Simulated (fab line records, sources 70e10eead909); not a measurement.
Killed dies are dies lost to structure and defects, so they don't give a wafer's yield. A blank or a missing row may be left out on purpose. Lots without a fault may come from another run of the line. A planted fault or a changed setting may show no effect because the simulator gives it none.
fab line records | flow nand_harc
record lots=6 wafers=18 last_day=32
route steps=1302 shown A_CHANNEL_HOLE_D1@463
lots that met no fault: from a run of the same line without faults
start_h: hours from the record's first day to the start of the lot's first wafer shown | wait_h: hours since the lot's step before | " the same as in the row above | L1.1+2: a row that stands for several wafers | - no value, or no start given | * or withheld: withheld | < > ~ a bound
route shown NAME@n: a module of which the file shows steps, and the number in the route of the first | usual: mean/standard deviation of fault-free wafers | same: alike in all rows | chamber/n: place in a boat | sites: the reading at each site | _std_site: their standard deviation | _edge_site: outer sites' mean less inner sites' | radius_mm: how far each site lies from the wafer's centre | mask NAME#n: copy n | behind: the tool/chamber that last shaped the wafer | hold: why the lot was held/for how many hours/how that ended | device: the transistor (n, p or np) that didn't switch | end of line: the same wafers' tests at the end of the route | a step without rows: its recipe alone | killed: dies lost to structure and defects at the first sort, not the wafer's yield | map: a wafer's dies, x killed, . not, _ none there
set.NAME: the setting as run; set.NAME@STEP: as run at that earlier step | model.NAME: the simulator's own value behind a step, which no gauge read
lots at some steps of the route; a table a step, a row a wafer
services: from which hour (start_h, from the record's first day; less than 0 if before it) a tool's chamber was out of use, for how many hours, and why
## steps
# step NHARC_A_CHANNEL_HOLE_D1_OVL_MEAS_11
# usual overlay_x_nm=-0.1/0.81 overlay_y_nm=-0.1/0.72
# columns lot.wafer tool chamber start_h wait_h overlay_x_nm overlay_y_nm
L435.1 overlay-02 - 329.94 - -0.7 1.4
L435.3 " - " " -0.8 1.1
L435.5 " - " " -0.7 1.3
L436.4 overlay-02 - 337.53 - 0.0 -0.1
L436.5 " - " " -0.7 -0.6
L436.6 " - " " -0.6 -0.3
L437.1 overlay-02 - 354.57 - 0.8 0.2
L437.2 " - " " 1.1 0.8
L437.4 " - " " 0.4 1.0
L438.3 overlay-02 - 354.77 - -0.1 -0.5
L438.5 " - " " 0.2 -0.3
L438.6 " - " " -0.4 0.1
L439.1 overlay-02 - 372.27 - -1.5 -0.5
L439.2 " - " " -1.4 -0.3
L439.3 " - " " -1.2 0.3
L440.1 overlay-01 - 390.87 - 0.8 0.4
L440.3 " - " " 0.5 -0.8
L440.4 " - " " 0.7 -0.7
# step NHARC_A_CHANNEL_HOLE_D1_INSPECT_12
# usual raw_defect_count=4.7/2.5
# columns lot.wafer tool chamber start_h wait_h raw_defect_count
L435.1 defect_inspect-02 - 329.97 0.0 6
L435.3 " - " " 11
L435.5 " - " " 2
L436.4 defect_inspect-01 - 337.57 0.0 2
L436.5 " - " " 3
L436.6 " - " " 7
L437.1 defect_inspect-01 - 354.60 0.0 12
L437.2 " - " " 6
L437.4 " - " " 3
L438.3 defect_inspect-01 - 354.80 0.0 8
L438.5 " - " " 1
L438.6 " - " " 1
L439.1 defect_inspect-02 - 372.30 0.0 5
L439.2 " - " " 4
L439.3 " - " " 2
L440.1 defect_inspect-01 - 390.91 0.0 4
L440.3 " - " " 2
L440.4 " - " " 8
# step NHARC_A_CHANNEL_HOLE_D1_DESCUM_15
# recipe time_s=3 o2_flow_sccm=200 ar_flow_sccm=0 bias_power_w=0 chemistry=O2
# usual drypump_motor_current_A=5.71/0.3 o2_flow_sccm=200.1/0.59 oes_product_au=0.998/0.011 rf_vpp_V=57.9/0.75 showerhead_plenum_p_Torr=1.93/0.04 throttle_valve_pct=11.313/0.0097
# same mfc_ar_sccm=0
# columns lot.wafer tool chamber start_h wait_h drypump_motor_current_A o2_flow_sccm oes_product_au rf_hours_counter_h rf_vpp_V showerhead_plenum_p_Torr throttle_valve_pct
L435.3 rie_diel-11 0 330.04 0.1 5.74 200.3 0.986 20 57.6 1.91 11.298
L435.1 " 1 " " 5.86 199.8 1.009 19 58.0 1.88 11.314
L435.5 " 3 " " 5.14 199.8 1.015 - 57.6 1.92 11.327
L436.4 rie_diel-03 3 337.64 0.1 6.00 199.7 0.987 4 56.9 1.94 11.327
L436.6 " 2 " " 5.93 199.9 1.006 - 57.3 1.98 11.308
L436.5 " 3 " " 5.99 200.4 0.989 - 58.8 1.94 11.306
L437.1 rie_diel-11 1 354.67 0.1 5.84 200.3 0.997 30 56.3 1.88 11.309
L437.2 " 3 " " 5.12 200.2 1.003 33 58.5 1.92 11.326
L437.4 " 0 " " 5.74 200.3 0.998 24 58.4 1.91 11.309
L438.3 rie_diel-03 1 354.86 0.1 5.55 200.5 0.998 5 57.2 1.90 11.314
L438.6 " 1 " " 5.54 200.0 1.009 - 56.7 1.90 11.332
L438.5 " 2 " " 5.92 200.7 0.996 - 58.7 1.98 11.316
L439.1 rie_diel-03 1 372.36 0.1 5.54 200.5 1.008 6 56.0 1.90 11.333
L439.2 " 2 " " 5.91 200.7 1.007 5 58.0 1.98 11.322
L439.3 " 3 " " 5.99 200.6 0.990 6 57.2 1.94 11.312
L440.3 rie_diel-03 1 390.97 0.1 5.53 200.3 1.008 7 58.9 1.90 11.319
L440.1 " 0 " " 5.64 201.9 1.013 8 59.2 1.92 11.319
L440.4 " 0 " " 5.62 201.0 1.002 - 58.3 1.92 11.299
# step NHARC_A_CHANNEL_HOLE_D1_ETCH_38
# recipe target_depth_a=390 over_etch_frac=0.3 time_s=65 ion_energy_ev=80 cf4_flow_sccm=150 ar_flow_sccm=0 rf_w=300 bias_w=100 chemistry=CF4
# step NHARC_A_CHANNEL_HOLE_D1_ETCH_39
# recipe target_depth_a=2600 over_etch_frac=0.3 time_s=325 ion_energy_ev=200 n2_flow_sccm=150 h2_flow_sccm=150 ar_flow_sccm=0 rf_w=400 bias_w=150 chemistry=N2/H2
# step NHARC_A_CHANNEL_HOLE_D1_ETCH_34
# recipe target_depth_a=1540 time_s=77 cf4_flow_sccm=100 chf3_flow_sccm=30 ar_flow_sccm=0 rf_w=500 bias_w=200 chemistry=CF4/CHF3
# usual bias_w=199.9/0.54 cf4_flow_sccm=100.0/0.31 drypump_motor_current_A=5.7/0.31 mfc_ar_sccm=0.002/0.0066 oes_product_au=0.941/0.024 rf_vpp_V=371.0/1.4 showerhead_plenum_p_Torr=1.59/0.032 throttle_valve_pct=16.803/0.0096
# columns lot.wafer tool chamber start_h wait_h bias_w cf4_flow_sccm drypump_motor_current_A mfc_ar_sccm oes_product_au rf_hours_counter_h rf_vpp_V showerhead_plenum_p_Torr throttle_valve_pct
L435.1 rie_diel-11 0 - - 199.9 100.6 5.8 0 0.911 20 371.0 1.57 16.792
L435.3 " 2 " " 199.5 100.1 5.4 0.009 0.920 22 369.6 1.54 16.804
L435.5 " 3 " " 199.6 100.1 5.1 0 0.921 - 371.6 1.58 16.807
L436.4 rie_diel-03 2 - - 200.4 100.0 5.9 0 0.960 4 372.1 1.63 16.816
L436.6 " 2 " " 200.9 100.1 5.9 0 0.974 - 371.7 1.63 16.790
L436.5 " 3 " " 199.8 99.7 6.0 0 0.954 - 371.7 1.60 16.813
L437.1 rie_diel-11 2 - - 199.9 100.1 5.3 0.009 0.946 32 370.3 1.54 16.820
L437.2 " 3 " " 200.5 99.8 5.1 0 0.951 33 371.4 1.58 16.792
L437.4 " 1 " " 200.2 99.8 5.9 0 0.947 31 369.4 1.55 16.810
L438.3 rie_diel-03 0 - - 200.2 100.1 5.6 0 0.922 6 371.0 1.58 16.774
L438.6 " 2 " " 200.4 99.7 5.9 0 0.920 - 372.9 1.63 16.800
L438.5 " 3 " " 200.9 99.5 6.0 0 0.910 - 371.1 1.59 16.813
L439.1 rie_diel-03 2 - - 199.1 99.8 5.9 0 0.933 6 372.5 1.63 16.799
L439.3 " 3 " " 201.2 99.5 6.0 0 0.922 7 371.3 1.59 16.794
L439.2 " 1 " " 199.4 100.0 5.5 0 0.916 6 371.7 1.57 16.798
L440.3 rie_diel-03 1 - - 199.4 99.8 5.5 0 0.920 7 370.6 1.57 16.812
L440.1 " 0 " " 200.9 100.5 5.6 0 0.926 8 372.1 1.58 16.809
L440.4 " 1 " " 199.4 99.8 5.5 0 0.915 - 371.8 1.57 16.787
# step NHARC_A_CHANNEL_HOLE_D1_ETCH_16
# recipe target_depth_a=31000 over_etch_frac=0.3 time_s=806 ion_energy_ev=150 o2_flow_sccm=400 cos_flow_sccm=20 ar_flow_sccm=0 rf_w=500 bias_w=300 chemistry=O2/COS
# step NHARC_A_CHANNEL_HOLE_D1_CD_MEAS_18
# usual cd_nm=99.2/2.1
# columns lot.wafer tool chamber start_h wait_h cd_nm
L435.1 cd_sem-02 - 331.28 - 99.1
L435.3 " - " " 101.4
L435.5 " - " " 101.1
L436.4 cd_sem-01 - 338.75 - 102.2
L436.5 " - " " 103.6
L436.6 " - " " 103.3
L437.1 cd_sem-01 - 355.92 - 97.7
L437.2 " - " " 98.8
L437.4 " - " " 98.1
L438.3 cd_sem-03 - 356.11 - 99.2
L438.5 " - " " 102.1
L438.6 " - " " 96.4
L439.1 cd_sem-01 - 373.47 - 98.5
L439.2 " - " " 99.5
L439.3 " - " " 96.7
L440.1 cd_sem-01 - 392.29 - 98.6
L440.3 " - " " 100.3
L440.4 " - " " 97.6
# step NHARC_A_CHANNEL_HOLE_D1_ETCH_19
# recipe bias_v=1200 source_w=2500 pressure_mtorr=15 time_s=34.5 ar_flow_sccm=375 c4f8_flow_sccm=28.8 o2_flow_sccm=96.2 temp_c=-20 target_depth_a=* chemistry=C4F8/O2/Ar
# step NHARC_A_CHANNEL_HOLE_D1_ETCH_20
# recipe bias_v=3000 source_w=withheld pressure_mtorr=20 time_s=361.9 ar_flow_sccm=375 c4f8_flow_sccm=89.3 o2_flow_sccm=35.7 temp_c=-20 target_depth_a=16000 chemistry=C4F8/O2/Ar
# step NHARC_A_CHANNEL_HOLE_D1_ETCH_21
# recipe bias_v=3000 source_w=withheld pressure_mtorr=20 time_s=514.3 ar_flow_sccm=375 c4f8_flow_sccm=89.3 o2_flow_sccm=35.7 temp_c=-20 target_depth_a=16000 chemistry=C4F8/O2/Ar
# step NHARC_A_CHANNEL_HOLE_D1_ETCH_22
# recipe bias_v=3000 source_w=withheld pressure_mtorr=20 time_s=666.7 ar_flow_sccm=375 c4f8_flow_sccm=89.3 o2_flow_sccm=35.7 temp_c=-20 target_depth_a=16000 chemistry=C4F8/O2/Ar
# usual c4f8_flow_sccm=89.31/0.29 chamber_pressure_mTorr=19.999/0.02 drypump_motor_current_A=5.9/0.47 mfc_ar_sccm=375.2/1.1 o2_flow_sccm=35.68/0.1 showerhead_plenum_p_Torr=3.60/0.12 temp_c=-20.01/0.1 throttle_valve_pct=32.156/0.0086
# columns lot.wafer tool chamber start_h wait_h c4f8_flow_sccm chamber_pressure_mTorr drypump_motor_current_A mfc_ar_sccm o2_flow_sccm rf_hours_counter_h showerhead_plenum_p_Torr temp_c throttle_valve_pct
L435.1 har_etch-02 0 332.31 0.4 89.11 20.025 6.2 373.7 35.82 376 3.47 -19.90 32.172
L435.3 " 1 " " 89.12 20.001 5.6 374.9 35.80 - 3.52 -19.87 32.161
L435.5 " 1 " " 88.98 20.012 5.6 375.8 35.81 - 3.52 -19.95 32.159
L436.4 har_etch-01 1 339.88 0.4 89.26 19.980 5.3 372.7 35.67 - 3.69 -20.00 32.163
L436.5 " 1 " " 89.37 20.006 5.3 374.9 35.55 - 3.69 -20.02 32.167
L436.6 " 0 " " 89.04 19.982 6.5 375.1 35.57 - 3.57 -19.84 32.161
L437.2 har_etch-02 0 356.86 0.4 89.13 20.005 6.2 375.3 35.75 388 3.46 -20.18 32.154
L437.1 " 1 " " 89.62 20.009 5.5 375.7 35.82 403 3.51 -19.95 32.158
L437.4 " 1 " " 90.01 19.983 5.6 375.4 35.70 - 3.51 -20.24 32.159
L438.3 har_etch-01 0 357.34 0.4 89.31 20.037 6.5 375.7 35.61 - 3.57 -19.88 32.166
L438.5 " 1 " " 89.33 20.009 5.3 374.7 35.72 - 3.68 -20.05 32.149
L438.6 " 0 " " 89.37 19.977 6.6 376.3 35.79 - 3.57 -20.02 32.149
L439.2 har_etch-01 0 374.42 0.4 89.77 19.996 6.5 374.7 35.66 191 3.57 -20.06 32.157
L439.1 " 1 " " 89.20 20.026 5.3 376.0 35.71 191 3.68 -20.07 32.143
L439.3 " 0 " " 89.31 20.016 6.5 376.1 35.63 - 3.56 -20.04 32.165
L440.1 har_etch-01 0 398.65 0.4 89.30 20.021 6.5 375.8 35.51 203 3.56 -20.09 32.157
L440.3 " 1 " " 89.85 19.998 5.3 374.7 35.77 - 3.67 -19.79 32.158
L440.4 " 0 " " 89.29 19.962 6.5 374.5 35.72 - 3.56 -20.15 32.147
# step NHARC_A_CHANNEL_HOLE_D1_ETCH_23
# recipe bias_v=5000 source_w=withheld pressure_mtorr=20 time_s=819 ar_flow_sccm=375 c4f8_flow_sccm=89.3 o2_flow_sccm=35.7 temp_c=-20 target_depth_a=16000 chemistry=C4F8/O2/Ar
# usual c4f8_flow_sccm=89.31/0.27 chamber_pressure_mTorr=19.999/0.02 drypump_motor_current_A=5.9/0.47 mfc_ar_sccm=374.9/1.1 o2_flow_sccm=35.68/0.11 showerhead_plenum_p_Torr=3.60/0.12 temp_c=-20.00/0.1 throttle_valve_pct=32.155/0.0091
# columns lot.wafer tool chamber start_h wait_h c4f8_flow_sccm chamber_pressure_mTorr drypump_motor_current_A mfc_ar_sccm o2_flow_sccm rf_hours_counter_h showerhead_plenum_p_Torr temp_c throttle_valve_pct
L435.1 har_etch-02 0 332.90 0.5 - - - - - - - - -
L435.3 " 1 " " - - - - - - - - -
L435.5 " 1 " " - - - - - - - - -
L436.4 har_etch-01 1 340.49 0.5 - - - - - - - - -
L436.5 " 1 " " - - - - - - - - -
L436.6 " 0 " " - - - - - - - - -
L437.2 har_etch-02 0 357.43 0.5 88.70 19.958 6.3 374.8 35.63 388 3.46 -19.99 32.165
L437.1 " 1 " " 89.47 20.029 5.6 376.5 35.72 404 3.51 -19.99 32.166
L437.4 " 1 " " 89.01 20.011 5.5 375.9 35.57 - 3.51 -20.04 32.163
L438.3 har_etch-01 0 357.97 0.5 89.67 20.014 6.5 373.1 35.64 - 3.57 -20.04 32.149
L438.5 " 1 " " 89.26 20.003 5.3 374.3 35.76 - 3.68 -20.05 32.156
L438.6 " 0 " " 90.09 20.030 6.5 374.9 35.65 - 3.57 -19.98 32.166
L439.2 har_etch-01 0 374.99 0.5 88.96 20.036 6.5 374.4 35.76 192 3.56 -19.89 32.158
L439.1 " 1 " " 89.47 20.034 5.3 372.1 35.58 192 3.68 -19.85 32.159
L439.3 " 0 " " 88.94 20.006 6.5 373.7 35.64 - 3.57 -20.13 32.158
L440.1 har_etch-01 0 399.24 0.5 89.44 19.999 6.5 375.2 35.67 203 3.56 -19.81 32.153
L440.3 " 1 " " 89.21 20.023 5.3 375.1 35.75 - 3.67 -20.04 32.155
L440.4 " 0 " " 89.11 19.991 6.5 374.4 35.71 - 3.56 -19.91 32.162
# step NHARC_A_CHANNEL_HOLE_D1_ETCH_24
# recipe bias_v=5000 source_w=withheld pressure_mtorr=20 time_s=906.2 ar_flow_sccm=375 c4f8_flow_sccm=93.8 o2_flow_sccm=31.2 temp_c=-20 target_depth_a=15000 chemistry=C4F8/O2/Ar
# step NHARC_A_CHANNEL_HOLE_D1_ETCH_25
# recipe bias_v=5000 source_w=withheld pressure_mtorr=20 time_s=1040.2 ar_flow_sccm=375 c4f8_flow_sccm=93.8 o2_flow_sccm=31.2 temp_c=-20 target_depth_a=15000 chemistry=C4F8/O2/Ar
# step NHARC_A_CHANNEL_HOLE_D1_ETCH_26
# recipe bias_v=300 source_w=2000 pressure_mtorr=30 time_s=224.1 ar_flow_sccm=375 c4f8_flow_sccm=11.4 o2_flow_sccm=113.6 temp_c=-20 target_depth_a=3000 chemistry=C4F8/O2/Ar
# step NHARC_A_CHANNEL_HOLE_D1_ETCH_33
# recipe bias_v=400 source_w=2000 pressure_mtorr=25 time_s=90 ar_flow_sccm=375 c4f8_flow_sccm=41.7 o2_flow_sccm=83.3 temp_c=-20 target_depth_a=4000 chemistry=C4F8/O2/Ar
# usual bias_v=400/3.9 c4f8_flow_sccm=41.70/0.12 drypump_motor_current_A=5.9/0.48 mfc_ar_sccm=374.9/1 o2_flow_sccm=83.32/0.25 showerhead_plenum_p_Torr=3.64/0.13 temp_c=-20.02/0.1 throttle_valve_pct=27.620/0.0092
# columns lot.wafer tool chamber start_h wait_h bias_v c4f8_flow_sccm drypump_motor_current_A mfc_ar_sccm o2_flow_sccm rf_hours_counter_h showerhead_plenum_p_Torr temp_c throttle_valve_pct
L435.1 har_etch-02 0 335.36 0.2 407 41.57 6.3 374.9 83.50 379 3.50 -20.09 27.621
L435.3 " 1 " " 404 41.84 5.6 376.0 83.54 - 3.55 -20.06 27.628
L435.5 " 1 " " 401 41.87 5.6 377.3 83.33 - 3.55 -19.94 27.629
L436.4 har_etch-01 1 342.84 0.2 403 41.90 5.3 376.5 83.06 - 3.72 -20.14 27.632
L436.5 " 1 " " 391 41.59 5.3 375.2 83.28 - 3.72 -20.16 27.624
L436.6 " 0 " " 402 41.52 6.5 374.3 83.49 - 3.61 -19.86 27.596
L437.2 har_etch-02 0 359.96 0.2 397 41.64 6.2 373.0 83.33 391 3.49 -19.84 27.619
L437.1 " 1 " " 398 41.72 5.6 374.9 83.43 406 3.54 -19.84 27.626
L437.4 " 1 " " 393 41.70 5.6 374.6 82.87 - 3.54 -20.01 27.628
L438.3 har_etch-01 0 360.28 0.2 400 41.62 6.5 375.9 83.17 - 3.60 -20.09 27.623
L438.5 " 1 " " 396 41.72 5.3 375.6 82.46 - 3.72 -20.19 27.622
L438.6 " 0 " " 400 41.65 6.5 376.1 83.26 - 3.60 -20.16 27.617
L439.2 har_etch-01 0 377.51 0.2 400 41.66 6.6 373.8 83.05 194 3.60 -19.82 27.619
L439.1 " 1 " " 398 41.65 5.3 376.4 82.86 194 3.72 -19.91 27.647
L439.3 " 0 " " 405 41.64 6.5 373.6 83.32 - 3.60 -20.09 27.624
L440.1 har_etch-01 0 401.71 0.2 399 41.74 6.5 375.3 83.53 206 3.59 -20.08 27.627
L440.3 " 1 " " 405 41.96 5.3 375.3 83.42 - 3.71 -20.12 27.618
L440.4 " 0 " " 401 41.78 6.5 375.1 83.62 - 3.59 -19.93 27.615
# step NHARC_A_CHANNEL_HOLE_D1_STRIP_41
# recipe n2_flow_sccm=150 h2_flow_sccm=150 ar_flow_sccm=0 bias_w=0 chemistry=N2/H2
# step NHARC_A_CHANNEL_HOLE_D1_STRIP_42
# recipe cf4_flow_sccm=100 chf3_flow_sccm=30 ar_flow_sccm=0 bias_w=0 chemistry=CF4/CHF3
# step NHARC_A_CHANNEL_HOLE_D1_STRIP_43
# recipe o2_flow_sccm=400 cos_flow_sccm=20 ar_flow_sccm=0 bias_w=0 chemistry=O2/COS
# step NHARC_A_CHANNEL_HOLE_D1_ETCH_44
# recipe target_depth_a=1400 overetch_a=140 time_s=77 ion_energy_ev=100 cf4_flow_sccm=80 o2_flow_sccm=20 ar_flow_sccm=0 rf_w=300 bias_w=100 chemistry=CF4/O2
# usual bias_w=100.03/0.3 cf4_flow_sccm=80.03/0.25 drypump_motor_current_A=5.7/0.34 mfc_ar_sccm=0.004/0.0085 o2_flow_sccm=20.01/0.055 oes_product_au=0.998/0.01 rf_vpp_V=198.1/1.1 showerhead_plenum_p_Torr=1.35/0.031 throttle_valve_pct=13.398/0.0091
# columns lot.wafer tool chamber start_h wait_h bias_w cf4_flow_sccm drypump_motor_current_A mfc_ar_sccm o2_flow_sccm oes_product_au rf_hours_counter_h rf_vpp_V showerhead_plenum_p_Torr throttle_valve_pct model.A_CHANNEL_HOLE_D1.cd_nm
L435.1 rie_diel-07 3 336.10 0.1 99.76 79.65 5.0 0.029 19.97 1.007 2 199.1 1.32 13.397 98.98
L435.3 " 0 " " 99.98 80.20 6.3 0.019 19.98 0.994 11 197.7 1.30 13.379 101.3
L435.5 " 2 " " 99.86 80.07 5.4 0 20.00 1.009 - 199.2 1.42 13.395 101.3
L436.4 rie_diel-03 1 343.54 0.1 99.71 80.29 5.5 0 20.02 1.002 4 197.7 1.33 13.398 102.1
L436.6 " 3 " " 100.07 80.19 6.0 0 19.96 0.983 - 197.5 1.35 13.403 103.6
L436.5 " 0 " " 100.31 79.62 5.6 0 19.92 0.994 - 197.9 1.34 13.396 2.19
L437.2 rie_diel-03 0 360.71 0.1 99.66 80.01 5.6 0 20.05 1.009 7 198.0 1.34 13.378 91.89
L437.4 " 1 " " 99.75 79.97 5.5 0 20.03 1.006 6 197.0 1.33 13.410 91.08
L437.1 " 2 " " 99.92 80.05 5.9 0 19.96 0.996 5 198.4 1.38 13.370 89.83
L438.3 rie_diel-07 1 360.93 0.1 100.14 80.12 6.1 0 20.10 0.985 18 198.3 1.31 13.388 90.02
L438.5 " 1 " " 100.03 80.53 6.1 0 20.04 0.997 - 196.2 1.31 13.387 91.25
L438.6 " 2 " " 99.92 79.95 5.4 0 19.94 1.018 - 199.0 1.42 13.387 89.82
L439.1 rie_diel-03 1 378.27 0.1 100.17 80.02 5.5 0 19.92 1.007 7 197.3 1.33 13.402 90.73
L439.2 " 2 " " 100.32 80.24 5.9 0 19.93 1.016 6 198.6 1.38 13.403 90.22
L439.3 " 3 " " 100.09 80.01 6.0 0 19.96 0.988 7 197.5 1.35 13.401 91
L440.1 rie_diel-03 2 402.46 0.1 99.70 80.13 5.9 0 19.99 0.986 7 199.1 1.38 13.409 90.08
L440.3 " 1 " " 99.62 80.20 5.5 0 19.98 0.987 9 196.6 1.33 13.392 91.76
L440.4 " 3 " " 100.30 80.27 6.0 0 20.00 0.982 - 197.5 1.35 13.410 91.95
# step NHARC_A_CHANNEL_HOLE_D1_STRIP_27
# recipe o2_flow_sccm=500 ar_flow_sccm=0 bias_w=0 chemistry=O2
# usual drypump_motor_current_A=5.7/0.34 mfc_ar_sccm=0.003/0.0083 o2_flow_sccm=499.9/1.5 oes_product_au=0.999/0.0095 rf_vpp_V=57.8/0.81 showerhead_plenum_p_Torr=3.55/0.079 throttle_valve_pct=17.035/0.0091
# columns lot.wafer tool chamber start_h wait_h drypump_motor_current_A mfc_ar_sccm o2_flow_sccm oes_product_au rf_hours_counter_h rf_vpp_V showerhead_plenum_p_Torr throttle_valve_pct
L435.1 rie_diel-07 2 - - 5.5 0 502.1 1.000 11 58.6 3.74 17.034
L435.3 " 1 " " 6.1 0 501.4 0.979 11 57.8 3.48 17.029
L435.5 " 2 " " 5.4 0 500.8 1.010 - 57.8 3.74 17.042
L436.4 rie_diel-03 3 - - 6.0 0 500.0 0.986 5 58.7 3.58 17.041
L436.5 " 0 " " 5.6 0 499.0 1.001 - 58.5 3.54 17.048
L436.6 " 1 " " 5.5 0 498.2 1.002 - 56.8 3.51 17.025
L437.2 rie_diel-03 0 - - 5.6 0 498.4 1.008 7 57.4 3.54 17.012
L437.1 " 2 " " 5.9 0 500.8 0.991 5 56.6 3.65 17.039
L437.4 " 3 " " 6.0 0 499.1 0.976 6 57.4 3.58 17.032
L438.3 rie_diel-07 3 - - 5.0 0.029 500.6 1.012 12 56.4 3.49 17.034
L438.5 " 0 " " 6.3 0.019 499.9 1.011 - 57.5 3.44 17.029
L438.6 " 1 " " 6.1 0 500.6 0.987 - 58.4 3.47 17.042
L439.3 rie_diel-03 3 - - 6.0 0 500.4 0.996 7 57.9 3.58 17.022
L439.2 " 1 " " 5.6 0 499.6 0.994 7 57.3 3.51 17.051
L439.1 " 2 " " 5.9 0 500.6 1.005 6 57.4 3.64 17.052
L440.1 rie_diel-03 1 - - 5.5 0 502.2 1.003 9 56.3 3.51 17.028
L440.3 " 2 " " 5.9 0 500.9 1.007 7 58.5 3.64 17.046
L440.4 " 2 " " 5.9 0 500.3 1.002 - 58.2 3.64 17.043
# step NHARC_A_CHANNEL_HOLE_D1_PRECLEAN_28
# recipe time_s=* temp_c=50 bath_age_min=0 chemistry=SC1
# step NHARC_A_CHANNEL_HOLE_D1_SRD_29
# step NHARC_A_CHANNEL_HOLE_D1_CD_MEAS_30
# usual cd_nm=90.6/1.3
# columns lot.wafer tool chamber start_h wait_h cd_nm
L435.1 cd_sem-02 - 336.88 - -0.2
L435.3 " - " " 0.5
L435.5 " - " " 0.3
L436.4 cd_sem-01 - 344.33 - 0.7
L436.5 " - " " 2.8
L436.6 " - " " 2.0
L437.1 cd_sem-01 - 361.51 - 89.5
L437.2 " - " " 92.9
L437.4 " - " " 90.9
L438.3 cd_sem-03 - 361.74 - 89.9
L438.5 " - " " 91.1
L438.6 " - " " 89.6
L439.1 cd_sem-02 - 379.05 - 90.8
L439.2 " - " " 90.0
L439.3 " - " " 90.4
L440.1 cd_sem-02 - 403.38 - 89.4
L440.3 " - " " 92.3
L440.4 " - " " 92.4
# step NHARC_A_CHANNEL_HOLE_D1_XSEM_31
# recipe landing_energy_ev=35000
# usual bot_cd_nm=75.2/1.4 bow_nm=8.59/0.29 tilt_deg=0.06/0.031
# columns lot.wafer tool chamber start_h wait_h bot_cd_nm bow_nm tilt_deg
L435.1 xsem-02 0 336.99 0.1 0.0 0.47 0.02
L435.3 " 0 " " 0.5 0.47 0.02
L435.5 " 0 " " 0.3 0.47 0.02
L436.4 xsem-01 0 344.42 0.1 0.0 0.31 0.06
L436.5 " 0 " " 2.1 0.31 0.06
L436.6 " 0 " " 1.1 0.31 0.06
L437.1 xsem-02 0 361.60 0.1 74.3 8.68 0.09
L437.2 " 0 " " 77.6 8.69 0.09
L437.4 " 0 " " 75.2 8.67 0.09
L438.3 xsem-01 0 361.83 0.1 74.3 8.76 -0.02
L438.5 " 0 " " 75.3 8.77 -0.02
L438.6 " 0 " " 74.4 8.76 -0.02
L439.1 xsem-02 0 379.15 0.1 76.8 9.19 0.06
L439.2 " 0 " " 75.3 9.05 0.06
L439.3 " 0 " " 75.9 9.11 0.06
L440.1 xsem-02 0 403.47 0.1 73.9 8.43 0.02
L440.3 " 0 " " 76.2 8.45 0.02
L440.4 " 0 " " 76.0 8.41 0.02
# step NHARC_A_CHANNEL_HOLE_D1_INSPECT_40
# usual raw_defect_count=74/26
# columns lot.wafer tool chamber start_h wait_h raw_defect_count
L435.1 defect_inspect-01 - 337.09 - 128
L435.3 " - " " 88
L435.5 " - " " 115
L436.4 defect_inspect-02 - 344.51 - 63
L436.5 " - " " 46
L436.6 " - " " 65
L437.1 defect_inspect-02 - 361.69 - 72
L437.2 " - " " 66
L437.4 " - " " 71
L438.3 defect_inspect-01 - 361.92 - 82
L438.5 " - " " 91
L438.6 " - " " 67
L439.1 defect_inspect-01 - 388.05 - 70
L439.2 " - " " 67
L439.3 " - " " 62
L440.1 defect_inspect-01 - 403.57 - 83
L440.3 " - " " 75
L440.4 " - " " 75
## services
# columns tool chamber start_h hours kind
rie_diel-07 3 308.00 21.3 repair
rie_diel-03 0 314.80 - clean
rie_diel-03 1 314.80 - clean
rie_diel-03 2 314.80 - clean
rie_diel-03 3 314.80 - clean
rie_diel-11 0 334.16 9.1 repair
rie_diel-03 0 339.30 - clean
rie_diel-03 1 339.30 - clean
rie_diel-03 2 339.30 - clean
rie_diel-03 3 339.30 - clean
rie_diel-03 0 363.80 - clean
rie_diel-03 1 363.80 - clean
rie_diel-03 2 363.80 - clean
rie_diel-03 3 363.80 - clean
rie_diel-11 - 369.59 0.5 repair
xsem-01 - 374.00 14.0 pm
har_etch-02 - 377.98 17.0 pm
har_etch-02 0 377.98 17.0 vent_cycle
har_etch-02 1 377.98 17.0 vent_cycle
rie_diel-03 0 388.30 - clean
rie_diel-03 1 388.30 - clean
rie_diel-03 2 388.30 - clean
rie_diel-03 3 388.30 - clean
rie_diel-03 2 389.13 8.5 repair
## key
first_sign step=NHARC_A_CHANNEL_HOLE_D1_ETCH_23 reading=tool_record direction=missing
effect step=NHARC_A_CHANNEL_HOLE_D1_CD_MEAS_30 reading=cd_nm direction=down sigmas=66 usual=90.6 struck=1.0 through=control_loop
effect step=NHARC_A_CHANNEL_HOLE_D1_XSEM_31 reading=bot_cd_nm direction=down sigmas=55 usual=75.2 struck=0.7 through=control_loop
model_effect step=NHARC_A_CHANNEL_HOLE_D1_ETCH_44 value=A_CHANNEL_HOLE_D1.cd_nm without=91.05 struck=84.92
met_at NHARC_A_CHANNEL_HOLE_D1_ETCH_23
struck_wafers L435.1,L435.3,L435.5,L436.4,L436.5,L436.6
later_rows_left_out L435.1,L435.3,L435.5,L436.4,L436.5,L436.6
sort_left_out L435.1,L435.3,L435.5,L436.4,L436.5,L436.6
tester_left_out L435,L436
loop_trim step=NHARC_A_CHANNEL_HOLE_D1_EXPOSE_07 setting=dose lots=L435,L436
fault kind=skipped_step_whole tool=har_etch-01,har_etch-02 chamber=- onset_h=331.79 steps=NHARC_A_CHANNEL_HOLE_D1_ETCH_23 scope=struck_lots_only
# tester_left_out: of these lots the tester's yield and bins aren't shown, on N5 and GAA mostly nor the transistor test; their killed dies are dies lost to structure and defects alone, not to doping, threshold or leakage, so they don't give the yield
# sort_left_out: the simulated sort isn't trusted on such a fault, so these wafers' sort isn't shown, and their yield isn't known
# later_rows_left_out: the simulator's readings of these wafers behind a module that went badly wrong aren't trusted and aren't shown, but for the sort
# loop_trim: a control loop set the setting to another value than it would have without faults
